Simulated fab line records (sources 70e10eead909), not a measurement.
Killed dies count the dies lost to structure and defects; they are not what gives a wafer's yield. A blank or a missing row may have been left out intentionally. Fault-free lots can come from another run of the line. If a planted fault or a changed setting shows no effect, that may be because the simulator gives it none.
fab line records	flow nandHarc
record: lots: 12	wafers: 36	lastDay: 33
route steps=1302 shown A_STAIRCASE@853 A_SGD_CUT@905 END@1302
lots that met no fault: taken from a fault-free run of the same line
startH: hours from the record's first day to the start of the lot's first wafer shown	waitH: how many hours have passed since the lot's step before this one	" the same as in the row above	L1.1+2: a single row standing in for several wafers	- no value, or no start given	* or withheld: withheld	< > ~ a bound
route shown NAME@n: NAME is a module with steps in the file, n the number in the route of the first one	usual: mean/standard deviation of fault-free wafers	same: alike in all rows	chamber/n: place in a boat	sites: per-site readings	_std_site: their standard deviation	_edge_site: mean of outer sites minus mean of inner sites	radiusMm: how far each site lies from the wafer's centre	mask NAME#n: copy n	behind: the last tool/chamber to shape the wafer	hold: the reason the lot was held/the length of the hold in hours/how it ended	device: which transistor (n, p or np) failed to switch	end of line: tests of these same wafers at the route's end	for a step that has no rows: nothing shown but its recipe	killed: dies that structure and defects cost at the first sort, which is not the same as the wafer's yield	map: a wafer's dies, x killed, . not, _ none there
set.NAME: the setting as run; set.NAME@STEP: as run at that earlier step	model.NAME: the simulator's own value behind a step, which no gauge read
one table for each step of the route and one row for each wafer, over a sample of lots
services: the hour from which a tool's chamber was out of use, counted from the record's first day as startH (under 0 if before that day), plus the number of hours and why
== steps ==
step: NHARC_A_STAIRCASE_DEP_322
recipe: targetThkA: 72000	tempC: 400	targetThkNm: 7200	teosFlowSccm: 200	rfW: 500	material: SiO2
usual: heaterPowerW: 640/120	mfcPrecursorSccm: 200.0/0.56
lot.wafer	tool	chamber	startH	waitH	heaterPowerW	mfcPrecursorSccm
L899.3	pecvd-01	0	419.12	0.4	834	199.8
L899.5	"	2	"	"	575	200.4
L899.4	"	1	"	"	552	199.7
L901.1	pecvd-04	2	435.54	0.1	891	200.4
L901.2	"	1	"	"	499	199.0
L901.5	"	1	"	"	442	199.6
L902.2	pecvd-04	1	447.84	0.1	566	200.0
L902.4	"	1	"	"	448	199.7
L902.3	"	2	"	"	741	200.1
L903.1	pecvd-02	2	447.86	0.1	765	199.7
L903.3	"	1	"	"	626	199.7
L903.6	"	0	"	"	639	199.7
L910.2	pecvd-04	0	513.77	0.1	522	200.2
L910.5	"	0	"	"	516	200.0
L910.6	"	2	"	"	727	199.5
L911.2	pecvd-02	2	528.71	0.1	788	200.0
L911.1	"	0	"	"	782	201.9
L911.6	"	1	"	"	512	200.0
L914.6	pecvd-01	2	550.83	0.3	582	200.0
L914.4	"	0	"	"	707	200.6
L914.5	"	1	"	"	554	200.8
L917.2	pecvd-04	2	598.73	0.2	872	200.1
L917.6	"	2	"	"	715	200.7
L917.5	"	0	"	"	520	200.0
L918.2	pecvd-01	0	598.79	0.2	785	200.4
L918.1	"	2	"	"	600	200.2
L918.5	"	2	"	"	580	201.0
L919.2	pecvd-02	2	619.94	0.1	789	200.4
L919.6	"	2	"	"	677	199.7
L919.5	"	0	"	"	587	199.8
L920.2	pecvd-01	2	619.94	0.1	730	198.3
L920.1	"	0	"	"	872	199.5
L920.4	"	2	"	"	575	199.1
L921.2	pecvd-02	2	631.57	0.3	822	200.9
L921.4	"	1	"	"	487	200.8
L921.6	"	2	"	"	699	200.9
step: NHARC_A_STAIRCASE_CMP_450
recipe: targetThkNm: 200	material: SiO2
usual: motorCurrentA: 12.8/1.4	retainingRingPressureFrac: 1.000/0.0047
lot.wafer	tool	chamber	startH	waitH	motorCurrentA	retainingRingPressureFrac
L899.3	cmp-03	2	444.49	-	10.9	0.997
L899.4	"	0	"	"	10.1	1.000
L899.5	"	2	"	"	11.4	0.996
L901.2	cmp-01	3	458.74	-	13.7	0.995
L901.1	"	1	"	"	14.9	1.005
L901.5	"	3	"	"	14.4	1.001
L902.4	cmp-03	2	470.57	-	10.9	0.994
L902.3	"	3	"	"	13.3	0.997
L902.2	"	1	"	"	12.2	1.000
L903.3	cmp-01	1	470.74	-	15.5	0.996
L903.1	"	3	"	"	14.0	1.001
L903.6	"	1	"	"	15.1	0.997
L910.2	cmp-01	2	535.86	-	13.4	0.997
L910.5	"	0	"	"	13.4	1.015
L910.6	"	1	"	"	15.4	0.992
L911.2	cmp-02	3	549.75	-	12.0	1.007
L911.1	"	1	"	"	12.5	0.999
L911.6	"	2	"	"	11.2	1.003
L914.4	cmp-01	1	573.13	-	15.7	0.993
L914.6	"	2	"	"	13.7	0.997
L914.5	"	3	"	"	14.4	0.998
L918.2	cmp-02	2	622.43	-	11.3	1.007
L918.1	"	3	"	"	12.1	1.005
L918.5	"	1	"	"	13.4	1.007
L917.2	cmp-03	0	622.49	-	11.2	0.998
L917.5	"	1	"	"	11.8	1.002
L917.6	"	2	"	"	10.6	1.011
L920.2	cmp-01	3	644.00	-	14.9	0.997
L920.1	"	0	"	"	13.2	1.001
L920.4	"	1	"	"	15.0	1.009
L919.2	cmp-02	1	645.17	-	13.9	1.006
L919.5	"	3	"	"	11.2	1.001
L919.6	"	0	"	"	12.0	1.009
L921.4	cmp-01	0	653.40	-	13.4	1.001
L921.2	"	1	"	"	16.1	1.008
L921.6	"	3	"	"	13.6	0.993
step: NHARC_A_SGD_CUT_ETCH_58
recipe: targetDepthA: 390	overEtchFrac: 0.3	timeS: 65	ionEnergyEv: 80	cf4FlowSccm: 150	arFlowSccm: 0	rfW: 300	biasW: 100	chemistry: CF4
usual: drypumpMotorCurrentA: 5.8/0.54	oesProductAu: 0.995/0.011	rfVppV: 151.0/1.3	runLengthS: 86.3/0.46	showerheadPlenumPTorr: 1.75/0.068	throttleValvePct: 13.283/0.0092
lot.wafer	tool	chamber	startH	waitH	drypumpMotorCurrentA	oesProductAu	rfHoursCounterH	rfVppV	runLengthS	showerheadPlenumPTorr	throttleValvePct
L899.3	rieDiel-04	2	447.59	0.1	5.9	0.983	4	149.4	86.2	1.69	13.288
L899.4	"	1	"	"	5.7	1.008	4	153.8	86.2	1.89	13.286
L899.5	"	3	"	"	6.1	0.993	-	149.7	86.2	1.68	13.282
L901.1	rieDiel-12	2	461.48	0.1	4.8	0.986	0	152.3	86.7	1.75	13.273
L901.2	"	0	"	"	5.0	0.992	0	149.6	85.6	1.72	13.279
L901.5	"	2	"	"	4.8	0.994	-	153.0	86.3	1.76	13.282
L902.4	rieDiel-12	2	473.42	0.1	4.9	0.986	1	151.2	86.2	1.75	13.297
L902.3	"	3	"	"	6.1	0.980	1	151.1	85.7	1.78	13.289
L902.2	"	1	"	"	5.8	1.006	1	153.0	87.0	1.81	13.301
L903.1	rieDiel-11	0	473.59	0.1	6.6	1.006	4	149.3	86.4	1.70	13.277
L903.3	"	1	"	"	5.8	1.005	4	149.7	86.3	1.66	13.286
L903.6	"	1	"	"	5.8	0.990	-	148.8	86.1	1.66	13.285
L910.2	rieDiel-12	3	538.83	0.1	6.0	0.973	4	152.0	99.8	1.78	13.274
L910.5	"	0	"	"	5.0	0.981	-	151.2	85.8	1.72	13.287
L910.6	"	1	"	"	5.8	1.006	-	151.6	87.3	1.81	13.279
L911.2	rieDiel-12	1	552.68	0.1	5.8	0.993	5	152.0	101.2	1.81	13.282
L911.1	"	3	"	"	6.0	0.991	4	152.0	100.1	1.78	13.282
L911.6	"	1	"	"	5.8	1.000	-	152.1	87.1	1.81	13.275
L914.4	rieDiel-11	3	576.05	0.1	5.7	0.983	12	152.3	87.0	1.88	13.302
L914.6	"	0	"	"	6.6	0.990	-	149.4	86.5	1.70	13.281
L914.5	"	1	"	"	5.8	0.970	-	150.9	86.6	1.66	13.277
L917.2	rieDiel-11	2	625.36	0.1	6.4	1.005	1	150.5	86.6	1.79	13.294
L917.6	"	1	"	"	5.8	0.991	-	149.8	86.0	1.66	13.289
L917.5	"	2	"	"	6.4	1.009	-	152.4	86.2	1.79	13.278
L918.1	rieDiel-04	1	625.52	0.1	5.7	1.015	6	154.2	86.3	1.89	13.279
L918.2	"	2	"	"	5.9	0.991	6	150.0	86.3	1.69	13.291
L918.5	"	0	"	"	4.9	1.015	-	151.4	85.6	1.72	13.299
L920.4	rieDiel-11	1	646.73	0.1	5.8	0.996	3	149.6	86.0	1.66	13.289
L920.2	"	3	"	"	5.7	0.995	3	152.3	86.6	1.87	13.274
L920.1	"	0	"	"	6.6	0.977	3	150.8	86.3	1.70	13.270
L919.2	rieDiel-04	2	647.94	0.1	6.0	0.992	9	150.1	86.3	1.68	13.282
L919.6	"	0	"	"	4.9	1.006	-	149.2	85.7	1.71	13.290
L919.5	"	2	"	"	6.0	0.989	-	150.5	86.2	1.68	13.274
L921.2	rieDiel-12	0	656.30	0.1	5.0	0.980	1	150.7	85.9	1.72	13.278
L921.6	"	3	"	"	6.0	1.011	-	149.7	86.1	1.77	13.300
L921.4	"	1	"	"	5.9	1.014	-	151.0	87.6	1.81	13.294
step: NHARC_A_SGD_CUT_ETCH_59
recipe: targetDepthA: 2600	overEtchFrac: 0.25	timeS: 406.25	ionEnergyEv: 200	n2FlowSccm: 150	h2FlowSccm: 150	arFlowSccm: 0	rfW: 400	biasW: 150	chemistry: N2/H2
usual: drypumpMotorCurrentA: 5.7/0.54	oesProductAu: 0.994/0.011	rfVppV: 430.1/2.6	runLengthS: 427.6/0.52	showerheadPlenumPTorr: 2.03/0.09	throttleValvePct: 14.172/0.0088
lot.wafer	tool	chamber	startH	waitH	drypumpMotorCurrentA	oesProductAu	rfHoursCounterH	rfVppV	runLengthS	showerheadPlenumPTorr	throttleValvePct
L899.3	rieDiel-04	0	-	-	4.9	1.015	5	427.1	426.5	1.97	14.158
L899.4	"	2	"	"	5.9	0.978	4	427.5	427.3	1.94	14.176
L899.5	"	0	"	"	4.9	0.999	-	429.5	427.0	1.97	14.175
L901.1	rieDiel-12	1	-	-	5.9	1.009	0	431.6	428.3	2.10	14.169
L901.2	"	3	"	"	6.0	0.972	0	430.1	426.8	2.05	14.175
L901.5	"	0	"	"	5.0	0.992	-	429.6	427.0	1.98	14.164
L902.2	rieDiel-12	0	-	-	5.0	0.982	1	428.8	427.3	1.98	14.167
L902.4	"	1	"	"	5.8	0.998	1	432.2	428.9	2.10	14.178
L902.3	"	3	"	"	6.0	0.991	1	432.1	427.1	2.05	14.173
L903.3	rieDiel-11	3	-	-	5.7	0.991	3	435.3	428.3	2.18	14.167
L903.1	"	0	"	"	6.6	0.996	4	428.1	427.5	1.95	14.168
L903.6	"	0	"	"	6.6	1.006	-	429.1	428.2	1.95	14.170
L910.2	rieDiel-12	3	-	-	6.1	0.999	4	430.4	427.6	2.05	14.170
L910.5	"	0	"	"	5.0	0.996	-	428.9	427.1	1.98	14.175
L910.6	"	1	"	"	5.8	0.996	-	433.2	428.4	2.09	14.172
L911.2	rieDiel-12	0	-	-	5.0	0.997	5	428.8	427.0	1.98	14.179
L911.1	"	1	"	"	5.9	1.009	5	430.9	428.3	2.09	14.169
L911.6	"	0	"	"	5.0	1.002	-	429.3	427.0	1.98	14.168
L914.4	rieDiel-11	2	-	-	6.4	0.997	14	431.0	427.7	2.07	14.179
L914.5	"	3	"	"	5.7	0.988	-	434.1	428.5	2.18	14.169
L914.6	"	0	"	"	6.6	0.979	-	428.9	427.3	1.95	14.171
L917.2	rieDiel-11	1	-	-	5.8	0.993	1	426.4	427.5	1.90	14.179
L917.6	"	1	"	"	5.8	0.981	-	426.3	427.5	1.90	14.175
L917.5	"	2	"	"	6.4	1.006	-	430.9	427.5	2.06	14.162
L918.2	rieDiel-04	1	-	-	5.7	1.014	6	435.4	427.4	2.19	14.173
L918.1	"	2	"	"	6.0	0.981	6	428.5	427.9	1.93	14.156
L918.5	"	1	"	"	5.7	1.007	-	433.2	427.6	2.19	14.176
L920.4	rieDiel-11	2	-	-	6.4	0.996	3	431.1	427.7	2.06	14.156
L920.1	"	3	"	"	5.7	0.994	3	433.5	428.1	2.18	14.166
L920.2	"	0	"	"	6.6	0.972	3	428.4	427.3	1.95	14.170
L919.2	rieDiel-04	2	-	-	6.0	0.987	9	427.1	427.3	1.93	14.176
L919.5	"	0	"	"	4.9	1.016	-	428.6	426.5	1.97	14.159
L919.6	"	3	"	"	6.1	0.995	-	425.6	427.3	1.92	14.177
L921.2	rieDiel-12	1	-	-	5.9	1.010	1	430.6	428.8	2.09	14.188
L921.6	"	0	"	"	5.0	0.983	-	429.5	427.0	1.98	14.164
L921.4	"	3	"	"	6.0	1.016	-	429.4	427.0	2.05	14.184
step: NHARC_END_SORT_01
recipe: tempC: 25
usual: killedAtArray: 58/22	killedAtOther: 1.0/1.3	killedAtPeriphery: 5/3.4	killedDies: 64/22	killedOpen: 3.6/1.8	killedShort: 2.4/1.7
same: grossDies: 677
lot.wafer	tool	chamber	startH	waitH	killedAtArray	killedAtOther	killedAtPeriphery	killedDies	killedOpen	killedShort
L910.2	prober-01	0	667.69	2.8	32	1	5	38	5	2
L910.5	prober-01	0	670.11	3.7	34	0	7	41	4	2
L910.6	prober-01	0	670.91	4.0	43	0	4	47	4	0
killed by level:class
L910.2 A_CHANNEL_HOLE_D2:chamberFilmFlake=19 A_CHANNEL_HOLE_D1:chamberFilmFlake=3 P_CONTACT:geometricParticle:open=2 A_DECK1_JOINT:chamberFilmFlake=2 P_M1:geometricParticle:open=1 A_ONON_D1:geometricParticle:open=1 A_DECK1_JOINT:geometricParticle:short=1 A_M1:geometricParticle:open=1
L910.5 A_CHANNEL_HOLE_D2:chamberFilmFlake=16 P_GATE:chamberFilmFlake=4 A_CHANNEL_HOLE_D1:chamberFilmFlake=4 A_CONTACT:chamberFilmFlake=4 P_CONTACT:geometricParticle:open=2 A_STAIRCASE:chamberFilmFlake=2 A_WL_FILL:chamberFilmFlake=2 P_M0:geometricParticle:open=1
L910.6 A_CHANNEL_HOLE_D2:chamberFilmFlake=15 A_CHANNEL_HOLE_D1:chamberFilmFlake=11 A_CONTACT:chamberFilmFlake=7 P_GATE:chamberFilmFlake=3 A_SGD_CUT:chamberFilmFlake=3 A_BLC:chamberFilmFlake=2 P_M0:geometricParticle:open=1 A_SOURCE_PLATE:geometricParticle:open=1
== services ==
tool	chamber	startH	hours	kind
rieDiel-11	-	397.67	0.7	repair
pecvd-04	0	403.85	36.4	repair
pecvd-02	-	408.13	13.0	pm
rieDiel-12	0	413.06	14.9	repair
rieDiel-11	-	432.50	9.0	pm
pecvd-02	0	435.75	12.1	repair
pecvd-04	0	442.72	15.3	repair
rieDiel-12	-	445.40	9.0	pm
pecvd-02	0	449.84	5.2	repair
pecvd-04	-	450.66	13.0	pm
rieDiel-11	3	458.87	7.3	repair
rieDiel-04	1	478.88	7.9	repair
cmp-01	-	481.18	4.0	pm
pecvd-01	-	492.94	13.0	pm
rieDiel-04	0	514.50	6.3	repair
rieDiel-04	-	531.95	9.0	pm
cmp-01	-	579.18	4.0	pm
rieDiel-11	0	583.12	2.5	repair
rieDiel-04	3	593.63	9.0	repair
rieDiel-11	-	609.50	9.0	pm
rieDiel-12	-	622.40	9.0	pm
rieDiel-04	0	636.12	1.2	repair
rieDiel-12	2	637.79	48.3	repair
rieDiel-04	1	640.51	11.2	repair
== key ==
firstSign: step: NHARC_A_SGD_CUT_ETCH_58	reading: runLengthS	direction: up	sigmas: 30	usual: *	struck: *
effect none on later readings
metAt NHARC_A_SGD_CUT_ETCH_58
struckLots L910,L911
struckWafers L910.2,L911.1,L911.2
testerLeftOut L910,L911
notActingAt NHARC_A_STAIRCASE_DEP_322,NHARC_A_STAIRCASE_CMP_450,NHARC_A_SGD_CUT_ETCH_59
onsetBetween 473.42 538.83
fault: kind: processParameterDrift	tool: rieDiel-12	chamber: -	onsetH: 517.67	steps: NHARC_A_SGD_CUT_ETCH_58	channel: timeS	offset: *	shape: step	endH: 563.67	scope: struckWafersOnly	actsIn: *	stated: *
testerLeftOut: of these lots the tester's yield and bins aren't shown, on N5 and GAA mostly nor the transistor test; their killed dies are dies lost to structure and defects alone, not to doping, threshold or leakage, so they don't give the yield
